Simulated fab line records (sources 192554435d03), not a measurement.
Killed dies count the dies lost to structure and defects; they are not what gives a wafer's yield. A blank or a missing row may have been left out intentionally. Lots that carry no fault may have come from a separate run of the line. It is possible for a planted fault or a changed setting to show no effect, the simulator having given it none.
fab line records	flow n5Finfet
record: lots: 8	wafers: 24	lastDay: 17
route steps=1938 shown BEOL_M4@1111 BEOL_M11@1536 PASSIVATION@1936
lots with no fault: from the same line, run without faults
startH: hours from the record's first day to the start of the lot's first wafer shown	waitH: time in hours since the lot's previous step	" repeats the value in the row above	L1.1+2: a row that stands for several wafers	- either no value or no given start	* or withheld: withheld	< > ~ a bound
route shown NAME@n: a module of which the file shows steps, and the number in the route of the first	usual: average and standard deviation across the fault-free wafers	same: alike in all rows	chamber/n: place in a boat	sites: readings site by site	_std_site: standard deviation across them	_edge_site: the outer-site mean with the inner-site mean subtracted	radiusMm: how far each site lies from the wafer's centre	mask NAME#n: copy n	behind: the last tool/chamber to shape the wafer	hold: why the lot went on hold/how many hours it stayed there/how the hold came to an end	device: transistor that didn't switch, given as n, p or np	end of line: the tests these same wafers got at the end of their route	a step without rows: its recipe alone	killed: dies that structure and defects cost at the first sort, which is not the same as the wafer's yield	map: shows each die of a wafer: x if killed, . if not, _ if none is there
set.NAME: setting as actually run; set.NAME@STEP: the setting as run at that earlier step	model.NAME: the simulator's own value behind a step, which no gauge read
the route's steps for a sample of lots (tables are steps, rows are wafers)
services: the hour from which a tool's chamber was out of use, counted from the record's first day as startH (under 0 if before that day), plus the number of hours and why
== steps ==
step: N5_BEOL_M4_RC_MEAS_101
usual: DIBL_N: 36.1/1.6	DIBL_P: 35.8/2.1	IOFF_N: 0.16/0.031	IOFF_P: 0.21/0.034	ION_N: 673/12	ION_P: 461/7.2	SS_N: 71.4/0.59	SS_P: 73.3/0.63	VT_N: 250/3.1	VT_P: -250/3.3
lot.wafer	tool	chamber	startH	waitH	DIBL_N[mV/V]	DIBL_P[mV/V]	IOFF_N[nA/um]	IOFF_P[nA/um]	ION_N[uA/um]	ION_P[uA/um]	SS_N[mV/dec]	SS_P[mV/dec]	VT_N[mV]	VT_P[mV]
L691.1	prober-02	0	180.90	0.0	34.4	35.0	0.13	0.17	658	451	70.6	73.4	253	-252
L691.4	"	0	"	"	36.0	36.9	0.16	0.21	686	467	71.6	73.6	250	-251
L691.5	"	0	"	"	36.2	36.9	0.16	0.20	670	457	71.4	73.9	250	-253
L693.1	prober-01	0	202.86	0.0	39.2	40.4	0.20	0.27	688	470	71.9	74.5	246	-246
L693.3	"	0	"	"	37.8	38.3	0.17	0.25	676	465	71.4	74.2	248	-245
L693.4	"	0	"	"	38.8	38.2	0.19	0.24	675	461	72.3	73.5	252	-248
L702.1	prober-02	0	253.84	0.0	37.1	36.5	0.18	0.21	686	469	72.0	73.1	246	-251
L702.2	"	0	"	"	35.9	36.2	0.16	0.21	676	464	71.6	73.7	247	-252
L702.5	"	0	"	"	36.5	36.0	0.17	0.21	678	460	71.8	73.5	248	-252
L701.1	prober-01	0	255.55	0.0	37.8	38.7	0.20	0.28	680	468	71.4	73.7	248	-247
L701.5	"	0	"	"	34.7	34.4	0.13	0.20	676	463	71.5	73.3	253	-250
L701.6	"	0	"	"	35.8	36.0	0.15	0.23	672	462	71.4	73.7	249	-250
L704.2	prober-01	0	274.79	0.2	39.4	40.5	0.22	0.24	695	470	71.8	73.8	246	-250
L704.3	"	0	"	"	37.6	38.6	0.17	0.22	674	462	71.2	73.7	247	-251
L704.5	"	0	"	"	39.6	40.6	0.23	0.25	690	462	71.9	74.8	245	-252
L706.2	prober-01	0	281.00	0.2	36.2	36.4	0.15	0.20	669	461	70.9	73.8	250	-251
L706.4	"	0	"	"	35.7	36.7	0.14	0.20	673	465	71.5	73.3	251	-250
L706.5	"	0	"	"	38.9	39.9	0.20	0.25	676	463	72.4	74.3	246	-247
L707.3	prober-01	0	284.45	0.3	34.9	34.4	0.14	0.20	658	457	71.2	72.8	252	-249
L707.5	"	0	"	"	34.4	33.1	0.12	0.17	654	450	70.5	72.2	254	-253
L707.6	"	0	"	"	35.2	34.6	0.13	0.20	660	454	71.1	73.1	251	-250
L709.1	prober-01	0	300.74	0.0	36.8	35.8	0.18	0.22	676	465	71.4	73.6	247	-247
L709.4	"	0	"	"	38.2	38.7	0.21	0.29	685	469	72.2	74.5	244	-246
L709.6	"	0	"	"	37.3	36.1	0.17	0.23	675	462	71.9	73.7	249	-249
step: N5_BEOL_M11_ILD_DEP_00
recipe: material: SiCOH_lowk	targetThkA: 3085.1	tempC: 300	precursor: DEMS/porogen	pressureTorr: 5	rfW: 500	timeS: 58
usual: heaterPowerW: 344/34	rfFwdPowerW: 496.7/1.9	showerheadPlenumPTorr: 5.739/0.014	throttleValvePct: 13.7/0.88
lot.wafer	tool	chamber	startH	waitH	heaterPowerW	rfFwdPowerW	showerheadPlenumPTorr	throttleValvePct
L691.1	pecvd-01	2	231.50	0.0	337	499.9	5.752	12.6
L691.4	"	0	"	"	283	498.8	5.737	14.0
L691.5	"	1	"	"	326	494.3	5.728	14.0
L693.1	pecvd-01	2	250.42	0.0	380	498.0	5.736	12.7
L693.3	"	1	"	"	348	494.0	5.716	13.9
L693.4	"	2	"	"	371	498.0	5.756	12.7
L702.1	pecvd-01	0	314.93	0.0	280	499.0	5.755	14.1
L702.2	"	1	"	"	385	495.5	5.733	13.8
L702.5	"	0	"	"	296	497.1	5.739	13.9
L701.1	pecvd-03	0	316.14	0.0	395	494.5	5.740	13.6
L701.5	"	0	"	"	395	494.5	5.742	13.9
L701.6	"	1	"	"	371	499.8	5.740	14.5
L704.2	pecvd-03	1	331.86	0.0	359	499.0	5.736	14.5
L704.3	"	0	"	"	381	495.1	5.737	13.7
L704.5	"	0	"	"	393	496.5	5.727	13.8
L706.2	pecvd-02	0	339.02	0.0	293	497.5	5.742	13.1
L706.4	"	1	"	"	293	495.1	5.768	14.9
L706.5	"	0	"	"	301	497.9	5.750	13.2
L707.3	pecvd-01	2	339.29	0.0	358	496.0	5.754	12.7
L707.5	"	1	"	"	368	497.4	5.719	13.9
L707.6	"	2	"	"	358	495.1	5.724	12.7
L709.1	pecvd-02	1	357.91	0.0	308	497.5	5.760	14.9
L709.4	"	2	"	"	356	498.7	5.713	15.0
L709.6	"	0	"	"	354	499.8	5.740	13.4
step: N5_BEOL_M11_CURE_71
recipe: tempC: 385	timeS: 240	ambient: He/Ar	material: SiCOH_lowk
usual: lampPowerPct: 52.31/0.055	wafer_temp_C_max: 386.5/0.5
lot.wafer	tool	chamber	startH	waitH	lampPowerPct	wafer_temp_C_max
L691.1	uvCure-03	1	231.57	0.0	52.19	386.2
L691.4	"	1	"	"	52.26	386.1
L691.5	"	1	"	"	52.29	386.7
L693.1	uvCure-02	0	250.65	0.2	52.32	386.6
L693.3	"	0	"	"	52.40	387.2
L693.4	"	0	"	"	52.22	386.9
L702.1	uvCure-02	2	315.01	0.0	52.21	387.0
L702.2	"	2	"	"	52.23	386.9
L702.5	"	2	"	"	52.27	387.0
L701.1	uvCure-02	1	316.22	0.0	52.31	385.9
L701.5	"	1	"	"	52.28	385.6
L701.6	"	1	"	"	52.25	386.1
L704.2	uvCure-03	2	332.02	0.1	52.33	386.8
L704.3	"	2	"	"	52.26	386.3
L704.5	"	2	"	"	52.41	387.0
L706.2	uvCure-01	0	339.26	0.2	52.20	386.9
L706.4	"	0	"	"	52.35	386.8
L706.5	"	0	"	"	52.36	386.8
L707.3	uvCure-02	0	339.53	0.2	52.32	385.9
L707.5	"	0	"	"	52.24	386.1
L707.6	"	0	"	"	52.19	386.0
L709.1	uvCure-02	0	357.99	0.0	52.27	387.4
L709.4	"	0	"	"	52.33	387.0
L709.6	"	0	"	"	52.31	386.3
step: N5_BEOL_M11_STRIP_19
recipe: chemistry: O2	powerW: 400	tempC: 40	pressureMtorr: 30	rfFrequencyHz: 6e+07	biasPowerW: 0	overashFraction: 0.2	o2FlowSccm: 225
usual: drypumpMotorCurrentA: 5.91/0.3	oesProductAu: 0.79/0.092	rfVppV: 3.7/0.62	showerheadPlenumPTorr: 2.12/0.063	throttleValvePct: 16.80/0.19
lot.wafer	tool	chamber	startH	waitH	drypumpMotorCurrentA	oesProductAu	rfHoursCounterH	rfVppV	showerheadPlenumPTorr	throttleValvePct
L691.1	rieDiel-06	0	233.58	0.1	5.83	0.96	7	2.9	2.14	16.74
L691.4	"	1	"	"	6.38	0.75	172	3.5	2.18	17.07
L691.5	"	0	"	"	5.82	0.96	-	4.1	2.14	16.72
L693.1	rieDiel-03	0	254.51	0.1	5.90	0.79	113	4.0	2.14	16.88
L693.3	"	1	"	"	6.14	0.74	186	3.4	2.09	16.78
L693.4	"	2	"	"	6.13	0.70	238	4.2	2.16	17.03
L702.1	rieDiel-03	1	318.51	0.2	6.09	0.72	207	4.4	2.09	16.83
L702.2	"	3	"	"	5.66	0.70	220	3.2	2.06	16.77
L702.5	"	1	"	"	6.09	0.72	-	3.0	2.09	16.82
L701.1	rieDiel-06	0	319.10	0.2	5.81	0.88	40	4.1	2.12	16.79
L701.5	"	0	"	"	5.81	0.89	-	4.4	2.12	16.79
L701.6	"	3	"	"	5.93	0.78	-	3.7	2.00	16.75
L704.2	rieDiel-03	0	334.51	0.1	5.92	0.77	141	2.9	2.13	16.93
L704.3	"	3	"	"	5.63	0.70	228	4.5	2.06	16.81
L704.5	"	2	"	"	6.08	0.98	-	4.0	2.16	16.63
L707.3	rieDiel-03	0	342.76	0.1	5.90	0.76	143	4.0	2.13	16.94
L707.5	"	1	"	"	6.10	0.71	-	3.1	2.08	16.84
L707.6	"	2	"	"	6.10	0.97	-	4.3	2.16	16.63
L706.2	rieDiel-03	2	342.98	0.1	6.12	0.97	7	3.6	2.16	16.61
L706.4	"	1	"	"	6.09	0.70	215	4.8	2.08	16.81
L706.5	"	1	"	"	6.10	0.69	-	4.5	2.08	16.85
L709.1	rieDiel-05	3	360.65	0.1	5.14	0.88	45	3.4	2.22	16.55
L709.4	"	2	"	"	5.06	0.82	79	3.4	2.04	16.82
L709.6	"	0	"	"	6.81	0.79	-	3.1	2.19	16.59
step: N5_BEOL_M11_ETCH_65
recipe: chemistry: CF4	target: SiARC	targetDepthA: 390	maskMaterial: CAR-ArF	timeS: 65	ionEnergyEv: 80	pressureMtorr: 40	sourceW: 545	biasW: 36	Ar_flow_sccm: 100	cf4FlowSccm: 100	ends: cleared
usual: biasW: 35.99/0.1	cf4FlowSccm: 100.00/0.27	drypumpMotorCurrentA: 5.8/0.48	etchRfOnTimeS: 65.3/1.7	oesProductAu: 0.68/0.069	rfFwdPowerW: 538.6/2.5	rfVppV: 184.3/1.2	showerheadPlenumPTorr: 2.16/0.076	throttleValvePct: 15.70/0.18
lot.wafer	tool	chamber	startH	waitH	biasW	cf4FlowSccm	drypumpMotorCurrentA	etchRfOnTimeS	oesProductAu	rfFwdPowerW	rfHoursCounterH	rfVppV	showerheadPlenumPTorr	throttleValvePct
L691.1	rieDiel-06	3	234.33	0.0	35.99	99.85	5.9	68.5	0.68	538.1	100	183.5	2.08	15.70
L691.4	"	2	"	"	36.01	100.38	5.5	62.8	0.85	533.9	1	185.6	2.28	15.36
L691.5	"	1	"	"	36.03	99.83	6.4	66.4	0.63	540.9	-	184.6	2.21	15.94
L693.1	rieDiel-03	0	254.99	0.0	36.06	99.89	5.9	64.5	0.67	535.4	113	184.5	2.16	15.68
L693.3	"	3	"	"	35.79	99.85	5.7	65.7	0.61	542.5	200	183.3	2.14	15.81
L693.4	"	1	"	"	35.98	99.86	6.1	65.4	0.62	537.0	186	185.8	2.14	15.71
L702.1	rieDiel-06	2	319.40	0.0	-	-	-	-	-	-	-	-	-	-
L702.2	"	0	"	"	-	-	-	-	-	-	-	-	-	-
L702.5	"	3	"	"	-	-	-	-	-	-	-	-	-	-
L701.1	rieDiel-03	1	322.40	0.0	-	-	-	-	-	-	-	-	-	-
L701.5	"	0	"	"	-	-	-	-	-	-	-	-	-	-
L701.6	"	3	"	"	-	-	-	-	-	-	-	-	-	-
L704.2	rieDiel-03	1	337.65	0.0	35.93	99.94	6.1	66.5	0.60	538.9	215	183.1	2.13	15.79
L704.3	"	3	"	"	36.09	99.80	5.7	66.3	0.59	541.3	229	183.1	2.13	15.87
L704.5	"	0	"	"	35.93	99.49	5.9	65.1	0.65	538.1	-	183.8	2.15	15.73
L707.3	rieDiel-06	2	344.46	0.0	36.09	100.45	5.4	62.8	0.76	537.6	36	184.0	2.27	15.45
L707.5	"	2	"	"	36.07	100.02	5.4	63.0	0.76	537.9	-	184.6	2.27	15.47
L707.6	"	1	"	"	35.87	99.78	6.3	66.5	0.61	540.1	-	185.4	2.20	16.05
L706.2	rieDiel-06	2	345.08	0.0	36.03	100.21	5.4	62.2	0.76	539.4	37	185.8	2.27	15.44
L706.4	"	0	"	"	36.01	100.03	5.8	65.9	0.73	535.7	48	185.2	2.18	15.81
L706.5	"	3	"	"	35.80	100.04	5.9	68.0	0.66	542.6	-	183.2	2.07	15.76
L709.1	rieDiel-06	0	361.33	0.0	36.06	99.86	5.8	65.6	0.72	538.4	54	185.1	2.18	15.82
L709.4	"	1	"	"	35.98	99.90	6.4	66.9	0.61	542.5	220	184.9	2.20	16.05
L709.6	"	3	"	"	36.17	100.18	5.9	68.4	0.65	540.8	-	182.9	2.07	15.77
step: N5_BEOL_M11_ETCH_66
recipe: chemistry: N2/H2	target: SOC	targetDepthA: 1200	overetchA: 240	maskMaterial: SiARC	tempC: 40	timeS: 180	ionEnergyEv: 200	pressureMtorr: 30	sourceW: 840	biasW: 150	n2FlowSccm: 200	h2FlowSccm: 200
usual: biasW: 150.0/0.48	chamberPressureMTorr: 30.001/0.025	drypumpMotorCurrentA: 5.8/0.48	oesProductAu: 0.65/0.058	rfFwdPowerW: 837.4/2.4	rfVppV: 524.7/2.6	showerheadPlenumPTorr: 2.57/0.094	throttleValvePct: 17.93/0.24
lot.wafer	tool	chamber	startH	waitH	biasW	chamberPressureMTorr	drypumpMotorCurrentA	oesProductAu	rfFwdPowerW	rfHoursCounterH	rfVppV	showerheadPlenumPTorr	throttleValvePct
L691.1	rieDiel-06	3	234.38	0.0	149.9	30.051	5.9	0.66	835.9	101	521.2	2.47	17.90
L691.4	"	2	"	"	149.2	30.004	5.5	0.78	833.6	1	529.1	2.70	17.59
L691.5	"	1	"	"	149.9	29.958	6.3	0.61	837.9	-	525.7	2.66	18.44
L693.1	rieDiel-03	0	255.04	0.0	150.7	29.987	5.9	0.64	836.6	113	523.6	2.57	17.95
L693.3	"	3	"	"	149.6	30.034	5.7	0.59	841.3	200	523.3	2.52	17.88
L693.4	"	1	"	"	150.4	29.981	6.1	0.59	837.7	186	523.8	2.52	17.87
L702.1	rieDiel-06	2	319.45	0.0	149.7	30.010	5.4	0.33	834.5	27	527.9	2.69	17.56
L702.2	"	0	"	"	150.5	30.013	5.8	0.34	837.0	40	525.3	2.59	17.92
L702.5	"	3	"	"	150.1	29.957	5.9	0.30	835.5	-	520.9	2.46	17.91
L701.1	rieDiel-03	1	322.45	0.0	149.3	29.965	6.1	0.27	835.8	209	523.4	2.51	17.85
L701.5	"	0	"	"	150.6	30.000	5.9	0.29	838.3	-	523.4	2.56	17.95
L701.6	"	3	"	"	149.6	29.953	5.7	0.26	838.6	-	522.4	2.51	17.88
L704.2	rieDiel-03	1	337.70	0.0	150.5	29.985	6.1	0.57	835.5	215	523.4	2.51	17.91
L704.3	"	3	"	"	150.4	30.031	5.7	0.57	837.0	229	523.0	2.51	17.93
L704.5	"	0	"	"	150.5	29.973	5.9	0.62	836.3	-	524.0	2.56	18.00
L707.3	rieDiel-06	2	344.51	0.0	149.6	30.012	5.4	0.70	837.3	36	528.4	2.69	17.63
L707.5	"	2	"	"	150.3	30.008	5.4	0.70	834.2	-	529.8	2.69	17.62
L707.6	"	1	"	"	149.6	29.991	6.3	0.58	842.0	-	524.5	2.64	18.53
L706.2	rieDiel-06	2	345.13	0.0	149.8	29.987	5.5	0.70	837.6	37	527.6	2.69	17.66
L706.4	"	0	"	"	150.5	29.994	5.8	0.69	840.0	48	526.1	2.58	17.98
L706.5	"	3	"	"	150.3	30.013	5.9	0.63	834.2	-	520.4	2.45	17.97
L709.1	rieDiel-06	0	361.38	0.0	150.2	30.015	5.8	0.69	839.3	54	524.9	2.58	17.98
L709.4	"	1	"	"	150.4	29.994	6.3	0.58	834.8	220	527.1	2.64	18.54
L709.6	"	3	"	"	149.9	30.011	5.9	0.63	839.4	-	521.0	2.45	17.97
step: N5_PASSIVATION_PROBE_49
usual: defectLimitedYield: 91.0/1.5	killed_at_M0_to_M3: 35/11	killed_at_M4_up: 13/6	killedAtContacts: 14/6.5	killedAtFrontEnd: 40/12	killedAtOther: 4/3.4	killedDies: 106/18	killedOnRim: 14/4.7	killedOpen: 68/14	killedShort: 35/7.7	sort_bin_5_function: 5.2/0.98	sort_bin_6_memory: 3.4/0.72	sortNPass: 1074/18	sortYieldPct: 91.0/1.5
same: grossDies: 1180	killedAtBackSide: 0	sort_bin_4_leakage[%]: 0	sort_bin_8_speed[%]: 0
lot.wafer	tool	chamber	startH	waitH	defectLimitedYield[%]	killed_at_M0_to_M3	killed_at_M4_up	killedAtContacts	killedAtFrontEnd	killedAtOther	killedDies	killedOnRim	killedOpen	killedShort	sort_bin_5_function[%]	sort_bin_6_memory[%]	sortNPass	sortYieldPct[%]
L702.1	prober-01	-	366.52	0.0	0	32	1113	10	23	2	1180	152	58	25	97.3	2.5	0	0
L702.2	prober-01	-	366.57	0.1	0	30	1093	14	42	1	1180	152	63	35	96.7	2.8	0	0
L702.5	prober-01	-	366.72	0.2	0	31	1102	7	38	2	1180	152	59	31	96.0	3.7	0	0
L701.1	prober-02	-	366.57	0.0	0	29	1097	13	40	1	1180	152	77	29	96.1	3.6	0	0
L701.5	prober-02	-	366.77	0.2	0	35	1089	12	44	0	1180	152	72	39	95.3	4.2	0	0
L701.6	prober-02	-	366.82	0.3	0	23	1083	17	54	3	1180	152	74	49	96.0	3.7	0	0
killed by level:class
L702.1 BEOL_M11:areaEtch=1095 BEOL_M0_SAQP:geometricParticle:open=10 MOL_CONTACT_COAG:geometricParticle:open=9 BEOL_M1:geometricParticle:open=8 BEOL_M0_SAQP:geometricParticle:short=6 STI_FIN_REVEAL:geometricParticle:open=5 BEOL_M6:geometricParticle:open=4 BEOL_M5:geometricParticle:open=4
L702.2 BEOL_M11:areaEtch=1081 STI_FIN_REVEAL:geometricParticle:open=12 MOL_CONTACT_COAG:geometricParticle:open=8 DUMMY_GATE:geometricParticle:open=7 BEOL_M1:geometricParticle:open=7 BEOL_M0_SAQP:geometricParticle:short=7 MOL_CONTACT_COAG:geometricParticle:short=6 BEOL_M0_SAQP:geometricParticle:open=6
L701.1 BEOL_M11:areaEtch=1074 MOL_CONTACT_COAG:geometricParticle:open=12 BEOL_M1:geometricParticle:open=12 DUMMY_GATE:geometricParticle:open=9 BEOL_M4:geometricParticle:open=7 STI_FIN_REVEAL:geometricParticle:open=6 FIN_SAQP:geometricParticle:open=4 STI_FIN_REVEAL:geometricParticle:short=4
L702.5 BEOL_M11:areaEtch=1089 STI_FIN_REVEAL:geometricParticle:open=11 BEOL_M3:geometricParticle:open=9 BEOL_M0_SAQP:geometricParticle:open=8 MOL_CONTACT_COAG:geometricParticle:open=7 BEOL_M5:geometricParticle:open=6 FIN_SAQP:geometricParticle:short=5 GATE_CUT:geometricParticle:short=5
L701.5 BEOL_M11:areaEtch=1069 FIN_SAQP:geometricParticle:open=11 MOL_CONTACT_COAG:geometricParticle:open=9 BEOL_M1:geometricParticle:open=9 STI_FIN_REVEAL:geometricParticle:open=8 FIN_SAQP:geometricParticle:short=6 BEOL_M0_SAQP:geometricParticle:short=6 BEOL_M8:geometricParticle:open=6
L701.6 BEOL_M11:areaEtch=1056 FIN_SAQP:geometricParticle:short=17 MOL_CONTACT_COAG:geometricParticle:open=13 BEOL_M4:geometricParticle:open=11 STI_FIN_REVEAL:geometricParticle:open=8 GATE_CUT:geometricParticle:open=7 BEOL_M0_SAQP:geometricParticle:open=7 BEOL_M4:geometricParticle:short=6
== services ==
tool	chamber	startH	hours	kind
uvCure-02	-	210.46	2.8	pm
rieDiel-06	2	216.82	-	clean
rieDiel-06	2	216.82	-	consumableReplace:focusRing
rieDiel-06	2	216.82	-	consumableReplace:showerhead
rieDiel-06	2	216.82	14.5	scheduledDown
rieDiel-06	2	216.82	14.5	ventCycle
pecvd-03	1	218.34	4.4	repair
uvCure-01	-	220.47	1.0	pm
rieDiel-06	-	230.51	0.5	repair
rieDiel-06	2	237.70	13.5	repair
pecvd-01	0	248.25	4.4	repair
uvCure-02	-	252.87	0.4	repair
pecvd-01	1	260.05	5.9	repair
pecvd-02	-	265.18	2.9	repair
pecvd-02	-	268.09	2.8	pm
rieDiel-03	-	272.44	14.6	pm
pecvd-03	-	273.89	2.8	pm
uvCure-02	-	293.88	0.3	repair
rieDiel-03	2	302.30	-	clean
rieDiel-05	3	311.98	18.2	repair
pecvd-02	-	323.87	14.6	pm
rieDiel-05	2	324.13	30.9	repair
uvCure-01	-	328.61	6.0	pm
uvCure-01	-	343.48	25.3	repair
== key ==
firstSign: step: N5_BEOL_M11_ETCH_65	reading: toolRecord	direction: missing
effect: step: N5_BEOL_M11_ETCH_66	reading: oesProductAu	direction: down	sigmas: 6	usual: 0.65	struck: 0.30
effect: step: N5_PASSIVATION_PROBE_49	reading: killed_at_M4_up	direction: up	sigmas: 99+	usual: 13	struck: 1096
moreKillsBornAt: N5_BEOL_M11_ETCH_65@rieDiel-06: 3265	N5_BEOL_M11_ETCH_65@rieDiel-03: 3199
metAt N5_BEOL_M11_ETCH_65
struckLots L701,L702
laterRowsLeftOut L701.1,L701.5,L701.6,L702.1,L702.2,L702.5
notActingAt N5_BEOL_M11_ILD_DEP_00,N5_BEOL_M11_CURE_71,N5_BEOL_M11_STRIP_19
onsetBetween 254.99 319.40
fault: kind: skippedStepWhole	tool: rieDiel-03,rieDiel-06	chamber: -	onsetH: 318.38	steps: N5_BEOL_M11_ETCH_65	scope: struckLotsOnly
laterRowsLeftOut: the simulator's readings of these wafers behind a module that went badly wrong aren't trusted and aren't shown, but for the sort
